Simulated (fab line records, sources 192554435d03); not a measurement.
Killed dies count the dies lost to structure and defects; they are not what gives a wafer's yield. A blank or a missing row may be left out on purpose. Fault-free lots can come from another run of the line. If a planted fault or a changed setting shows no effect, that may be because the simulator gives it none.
fab line records    flow n5Finfet    part 2 of 2: steps 4 to 6 of 6
[record] lots = 24  wafers = 72  lastDay = 19
route steps=1938 shown HKMG_FIN@445 GATE_CUT@465 MOL_CONTACT_COAG@546
lots that met no fault: from a run of the same line without faults
startH: hours from the record's opening day to when the first of the lot's shown wafers began    waitH: hours since the lot's step before    " the same as in the row above    L1.1+2: several wafers, shown together as one row    - either no value or no given start    * or withheld: withheld    < > ~ a bound
route shown NAME@n: a module of which the file shows steps, and the number in the route of the first    usual: mean and standard deviation over wafers with no fault    same: alike in all rows    chamber/n: place in a boat    sites: per-site readings    _std_site: standard deviation of those values    _edge_site: inner sites' mean taken away from outer sites' mean    radiusMm: how far each site lies from the wafer's centre    mask NAME#n: copy n    behind: the most recent tool/chamber to have shaped the wafer    hold: what put the lot on hold/how long, in hours/how the hold closed    device: the n, p or np transistor that did not switch    end of line: at the end of the route, the tests of the same wafers    a step with no rows: only its recipe    killed: at the first sort, the dies lost to defects and structure; wafer yield is something else    map: shows each die of a wafer: x if killed, . if not, _ if none is there
set.NAME: the setting the step ran with; set.NAME@STEP: the setting that earlier step ran with    model.NAME: the simulator's own value behind a step, which no gauge read
the route's steps for a sample of lots (tables are steps, rows are wafers)
services: when a tool's chamber went out of use (startH, in hours from the record's first day, below 0 if earlier), for how many hours, and the reason
[[steps]]
[step N5_GATE_CUT_ETCH_56]
[recipe] chemistry = Cl2/Ar  target = TiN  targetDepthA = 216  pressureMtorr = 10  icpW = 600  biasW = 60  Cl2_flow_sccm = 40  Ar_flow_sccm = 60
[usual] drypumpMotorCurrentA = 5.7/0.35  oes_ar_750_au = 0.76/0.13  oesProductAu = 0.77/0.13  throttleValvePct = 20.91/0.3
lot.wafer  tool         chamber  startH  waitH  drypumpMotorCurrentA  oes_ar_750_au  oesProductAu  rfHoursCounterH  throttleValvePct
L074.2     rieMetal-01  0        77.89   0.1    5.6                   0.88           0.90          4                20.72
L074.3     "            1        "       "      6.0                   0.54           0.55          -                21.38
L074.5     "            0        "       "      5.6                   0.88           0.90          -                20.72
L075.3     rieMetal-03  0        87.32   0.1    5.8                   0.61           0.60          -                20.57
L075.4     "            1        "       "      5.7                   0.57           0.59          -                21.03
L075.6     "            1        "       "      5.7                   0.57           0.58          -                21.04
L076.1     rieMetal-01  0        101.83  0.2    5.6                   0.86           0.88          7                20.73
L076.5     "            0        "       "      5.6                   0.86           0.87          -                20.74
L076.6     "            0        "       "      5.5                   0.87           0.87          -                20.75
L077.1     rieMetal-01  0        107.80  0.2    5.6                   0.86           0.87          8                20.72
L077.2     "            0        "       "      5.6                   0.85           0.86          -                20.74
L077.5     "            0        "       "      5.6                   0.86           0.87          -                20.74
L078.2     rieMetal-02  1        110.34  0.1    4.8                   0.71           0.71          69               21.03
L078.3     "            1        "       "      4.8                   0.71           0.70          -                21.03
L078.6     "            0        "       "      5.8                   0.66           0.64          -                21.49
L079.1     rieMetal-01  1        115.87  0.1    6.1                   0.95           0.95          0                21.00
L079.2     "            0        "       "      5.6                   0.84           0.85          10               20.77
L079.3     "            0        "       "      5.6                   0.84           0.85          -                20.75
L080.1     rieMetal-02  1        118.53  0.1    4.8                   0.71           0.71          70               21.03
L080.3     "            0        "       "      5.8                   0.66           0.65          -                21.47
L080.4     "            1        "       "      4.8                   0.71           0.71          -                21.03
L081.1     rieMetal-03  1        126.42  0.1    5.7                   0.57           0.58          130              21.03
L081.2     "            0        "       "      5.7                   0.60           0.59          130              20.59
L081.4     "            1        "       "      5.7                   0.57           0.58          -                21.03
L082.1     rieMetal-02  0        127.98  0.1    5.8                   0.65           0.64          117              21.48
L082.2     "            1        "       "      4.8                   0.71           0.70          72               21.02
L082.5     "            1        "       "      4.8                   0.71           0.71          -                21.03
L083.1     rieMetal-01  0        136.55  0.1    5.5                   0.84           0.85          11               20.75
L083.2     "            1        "       "      6.0                   0.93           0.93          2                20.98
L083.5     "            1        "       "      6.1                   0.92           0.92          -                20.98
L084.2     rieMetal-03  0        141.39  0.1    5.7                   0.61           0.59          132              20.59
L084.4     "            1        "       "      5.7                   0.57           0.57          -                21.06
L084.6     "            0        "       "      5.7                   0.60           0.59          -                20.61
L085.3     rieMetal-02  1        149.09  0.1    4.8                   0.71           0.70          -                21.05
L085.5     "            1        "       "      4.8                   0.70           0.69          -                21.03
L085.6     "            0        "       "      5.8                   0.66           0.64          -                21.48
L086.1     rieMetal-01  0        154.85  0.1    5.6                   0.83           0.84          12               20.76
L086.2     "            1        "       "      6.1                   0.91           0.91          3                20.99
L086.4     "            1        "       "      6.0                   0.91           0.91          -                21.01
L087.4     rieMetal-03  1        161.01  0.1    5.7                   0.56           0.58          -                21.04
L087.5     "            1        "       "      5.7                   0.56           0.58          -                21.05
L087.6     "            0        "       "      5.8                   0.61           0.58          -                20.61
L088.1     rieMetal-03  0        166.45  0.1    5.7                   0.60           0.58          134              20.61
L088.2     "            1        "       "      5.7                   0.56           0.57          134              21.07
L088.4     "            1        "       "      5.7                   0.56           0.57          -                21.05
L089.1     rieMetal-01  0        172.35  0.1    5.6                   0.82           0.84          15               20.75
L089.3     "            1        "       "      6.0                   0.90           0.90          -                21.01
L089.5     "            0        "       "      5.6                   0.82           0.83          -                20.75
L090.1     rieMetal-01  1        177.85  0.1    6.1                   0.89           0.90          6                21.00
L090.2     "            0        "       "      5.6                   0.81           0.84          16               20.74
L090.4     "            0        "       "      5.6                   0.82           0.84          -                20.75
L091.1     rieMetal-01  1        184.28  0.1    6.0                   0.89           0.89          7                21.00
L091.3     "            1        "       "      6.0                   0.89           0.89          -                20.99
L091.6     "            1        "       "      6.1                   0.88           0.89          -                20.98
L092.3     rieMetal-01  1        193.10  0.1    6.1                   0.88           0.89          -                21.00
L092.4     "            0        "       "      5.6                   0.81           0.82          -                20.74
L092.5     "            0        "       "      5.6                   0.81           0.82          -                20.75
L093.1     rieMetal-01  0        196.27  0.1    5.6                   0.81           0.82          18               20.76
L093.3     "            1        "       "      6.0                   0.88           0.88          -                20.99
L093.5     "            0        "       "      5.6                   0.81           0.82          -                20.75
L094.1     rieMetal-01  1        202.83  0.1    6.0                   0.87           0.87          10               21.01
L094.2     "            0        "       "      5.6                   0.80           0.81          19               20.76
L094.5     "            0        "       "      5.6                   0.80           0.81          -                20.75
L095.1     rieMetal-03  0        207.30  0.2    5.7                   1.00           0.98          1                20.12
L095.5     "            0        "       "      5.7                   1.00           0.99          -                20.12
L095.6     "            0        "       "      5.7                   1.01           1.00          -                20.11
L096.3     rieMetal-01  0        215.85  0.1    5.6                   0.80           0.81          -                20.76
L096.5     "            0        "       "      5.6                   0.80           0.81          -                20.76
L096.6     "            1        "       "      6.1                   0.87           0.87          -                21.01
L097.1     rieMetal-02  1        220.05  0.1    4.8                   0.69           0.69          78               21.05
L097.3     "            0        "       "      5.8                   0.65           0.64          -                21.48
L097.5     "            1        "       "      4.8                   0.70           0.68          -                21.05
[step N5_MOL_CONTACT_COAG_PRE_CLEAN_141]
[recipe] gas = H2/He  timeS = 60  tempC = 300
[usual] heaterPowerW = 481/45
lot.wafer  tool           chamber  startH  waitH  heaterPowerW
L074.2     pvdSputter-01  -        88.51   1.6    607
L074.3     "              -        "       "      482
L074.5     "              -        "       "      519
L075.3     pvdSputter-02  -        97.71   0.1    426
L075.4     "              -        "       "      433
L075.6     "              -        "       "      529
L076.1     pvdSputter-01  -        112.92  0.2    482
L076.5     "              -        "       "      489
L076.6     "              -        "       "      499
L077.1     pvdSputter-03  -        119.95  2.1    476
L077.2     "              -        "       "      506
L077.5     "              -        "       "      507
L078.2     pvdSputter-03  -        121.57  0.8    429
L078.3     "              -        "       "      501
L078.6     "              -        "       "      505
L079.1     pvdSputter-03  -        125.84  0.3    505
L079.2     "              -        "       "      420
L079.3     "              -        "       "      490
L080.1     pvdSputter-02  -        132.28  0.7    522
L080.3     "              -        "       "      415
L080.4     "              -        "       "      436
L081.1     pvdSputter-01  -        136.13  0.6    472
L081.2     "              -        "       "      476
L081.4     "              -        "       "      610
L082.1     pvdSputter-01  -        138.51  1.2    473
L082.2     "              -        "       "      474
L082.5     "              -        "       "      491
L083.1     pvdSputter-02  -        146.41  0.5    435
L083.2     "              -        "       "      443
L083.5     "              -        "       "      432
L084.2     pvdSputter-03  -        153.26  1.1    485
L084.4     "              -        "       "      425
L084.6     "              -        "       "      428
L085.3     pvdSputter-03  -        159.76  1.5    468
L085.5     "              -        "       "      516
L085.6     "              -        "       "      483
L086.1     pvdSputter-02  -        165.38  0.7    444
L086.2     "              -        "       "      418
L086.4     "              -        "       "      429
L087.4     pvdSputter-02  -        172.09  0.3    454
L087.5     "              -        "       "      421
L087.6     "              -        "       "      519
L088.1     pvdSputter-03  -        178.71  0.4    461
L088.2     "              -        "       "      497
L088.4     "              -        "       "      429
L089.1     pvdSputter-03  -        182.07  0.3    431
L089.3     "              -        "       "      494
L089.5     "              -        "       "      482
L090.1     pvdSputter-02  -        187.06  0.3    448
L090.2     "              -        "       "      419
L090.4     "              -        "       "      437
L091.1     pvdSputter-03  -        196.46  0.3    432
L091.3     "              -        "       "      478
L091.6     "              -        "       "      476
L092.3     pvdSputter-03  -        202.74  0.2    485
L092.4     "              -        "       "      439
L092.5     "              -        "       "      513
L093.1     pvdSputter-02  -        209.58  4.0    519
L093.3     "              -        "       "      429
L093.5     "              -        "       "      452
L094.1     pvdSputter-03  -        213.26  1.1    483
L094.2     "              -        "       "      481
L094.5     "              -        "       "      474
L095.1     pvdSputter-01  -        220.29  0.5    476
L095.5     "              -        "       "      503
L095.6     "              -        "       "      614
L096.3     pvdSputter-01  -        228.09  0.1    602
L096.5     "              -        "       "      593
L096.6     "              -        "       "      472
L097.1     pvdSputter-01  -        231.71  0.7    469
L097.3     "              -        "       "      477
L097.5     "              -        "       "      480
[step N5_MOL_CONTACT_COAG_CMP_23]
[recipe] stopOn = SiO2  tOverpolishS = 1.5  postCmpClean = cuAlkaline  downForcePsi = 2  platenRpm = 50.289  padVelocityMS = 1.0006  targetThkNm = 0
[usual] motorCurrentA = 8.3/0.71  overpolishRunS = 1.500/0.0086  timeToEndpointS = 9.4/2.8
lot.wafer  tool    chamber  startH  waitH  motorCurrentA  overpolishRunS  timeToEndpointS
L074.3     cmp-04  1        93.70   0.1    8.8            1.494           8.5
L074.2     "       2        "       "      8.4            1.503           5.2
L074.5     "       0        "       "      8.1            1.483           6.9
L075.3     cmp-04  1        99.90   0.0    8.2            1.490           9.8
L075.4     "       3        "       "      8.1            1.512           9.7
L075.6     "       2        "       "      8.3            1.491           5.9
L076.1     cmp-01  3        115.17  0.1    8.8            1.503           9.0
L076.6     "       2        "       "      8.9            1.502           8.2
L076.5     "       3        "       "      8.6            1.501           5.9
L077.1     cmp-04  1        122.41  0.0    8.8            1.502           8.1
L077.2     "       3        "       "      8.1            1.490           7.5
L077.5     "       1        "       "      8.5            1.493           9.7
L078.3     cmp-01  3        125.53  0.1    8.5            1.500           7.3
L078.2     "       1        "       "      9.7            1.494           13.9
L078.6     "       3        "       "      8.3            1.507           6.1
L079.3     cmp-01  1        131.77  0.0    9.8            1.499           9.8
L079.1     "       3        "       "      8.2            1.493           7.3
L079.2     "       0        "       "      8.1            1.490           8.5
L080.4     cmp-01  0        135.33  0.0    7.2            1.495           11.0
L080.1     "       1        "       "      9.7            1.505           14.9
L080.3     "       3        "       "      8.8            1.495           6.1
L081.2     cmp-03  3        138.95  0.0    7.4            1.497           15.6
L081.1     "       0        "       "      8.5            1.498           10.6
L081.4     "       1        "       "      8.9            1.517           15.6
L082.2     cmp-04  1        142.21  0.0    8.4            1.511           7.4
L082.1     "       3        "       "      7.5            1.486           6.3
L082.5     "       1        "       "      8.6            1.498           6.8
L083.1     cmp-03  3        149.06  0.1    7.4            1.503           9.1
L083.2     "       0        "       "      8.9            1.486           5.4
L083.5     "       3        "       "      7.6            1.501           11.9
L084.2     cmp-01  1        156.72  0.1    9.6            1.483           10.1
L084.4     "       3        "       "      8.4            1.506           5.1
L084.6     "       0        "       "      7.6            1.512           11.3
L085.3     cmp-04  1        163.52  0.1    8.2            1.511           8.6
L085.5     "       2        "       "      8.8            1.503           8.0
L085.6     "       3        "       "      7.8            1.500           9.1
L086.1     cmp-03  2        171.14  0.0    7.4            1.509           15.4
L086.4     "       3        "       "      7.8            1.492           14.6
L086.2     "       0        "       "      8.4            1.480           9.3
L087.4     cmp-01  1        174.89  0.1    9.9            1.490           10.4
L087.5     "       3        "       "      8.9            1.499           7.8
L087.6     "       0        "       "      7.9            1.491           15.2
L088.4     cmp-04  1        181.69  0.1    8.4            1.506           10.5
L088.2     "       2        "       "      8.7            1.499           11.1
L088.1     "       3        "       "      7.5            1.499           8.8
L089.3     cmp-01  3        185.92  0.1    8.4            1.486           5.8
L089.1     "       0        "       "      7.4            1.498           12.3
L089.5     "       1        "       "      10.1           1.511           10.2
L090.2     cmp-01  0        189.08  0.1    7.9            1.510           10.6
L090.1     "       1        "       "      9.7            1.515           10.6
L090.4     "       2        "       "      9.6            1.497           7.1
L091.3     cmp-01  1        198.94  0.1    9.9            1.508           11.0
L091.1     "       2        "       "      8.8            1.479           6.3
L091.6     "       0        "       "      7.6            1.510           8.2
L092.3     cmp-04  2        204.88  0.1    8.5            1.498           7.2
L092.4     "       0        "       "      8.3            1.508           7.4
L092.5     "       1        "       "      8.6            1.495           8.4
L093.3     cmp-01  3        213.41  0.1    8.2            1.502           5.2
L093.1     "       1        "       "      9.3            1.505           12.1
L093.5     "       2        "       "      8.8            1.497           5.2
L094.1     cmp-03  1        216.75  0.1    8.4            1.496           13.6
L094.2     "       0        "       "      8.6            1.493           7.4
L094.5     "       1        "       "      8.9            1.508           14.5
L095.1     cmp-03  3        224.27  0.2    7.1            1.519           8.9
L095.5     "       2        "       "      7.1            1.504           7.8
L095.6     "       3        "       "      7.3            1.503           7.4
L096.3     cmp-04  1        231.80  0.1    8.5            1.510           10.6
L096.5     "       2        "       "      8.3            1.500           11.2
L096.6     "       3        "       "      7.4            1.494           10.1
L097.3     cmp-01  3        234.84  0.0    8.8            1.496           6.8
L097.1     "       1        "       "      9.4            1.503           11.0
L097.5     "       0        "       "      7.5            1.492           14.1
[[services]]
tool           chamber  startH  hours  kind
rieDiel-02     1        52.92   1.5    repair
pvdSputter-02  -        52.94   6.3    repair
rieDiel-04     0        57.66   4.1    repair
rieMetal-02    -        62.41   4.3    pm
pvdSputter-01  -        66.30   3.6    repair
rieMetal-01    -        67.95   0.4    repair
rieDiel-02     0        73.23   5.6    repair
pvdSputter-02  -        73.97   11.7   repair
rieDiel-02     0        82.78   5.5    repair
cmp-04         -        84.60   2.3    repair
pvdSputter-03  -        94.96   13.8   repair
rieDiel-04     0        98.94   4.2    repair
cmp-03         -        106.47  6.9    pm
cmp-04         -        131.66  4.0    pm
rieMetal-02    -        144.65  0.8    repair
rieDiel-04     0        148.13  4.3    repair
pvdSputter-01  -        155.00  1.1    repair
pvdSputter-01  -        161.50  48.4   repair
rieDiel-03     0        201.11  2.7    repair
rieMetal-02    -        204.99  0.6    repair
cmp-04         -        214.01  0.5    repair
cmp-01         -        216.58  4.6    pm
rieMetal-01    -        219.62  2.8    pm
cmp-04         -        222.93  2.0    repair
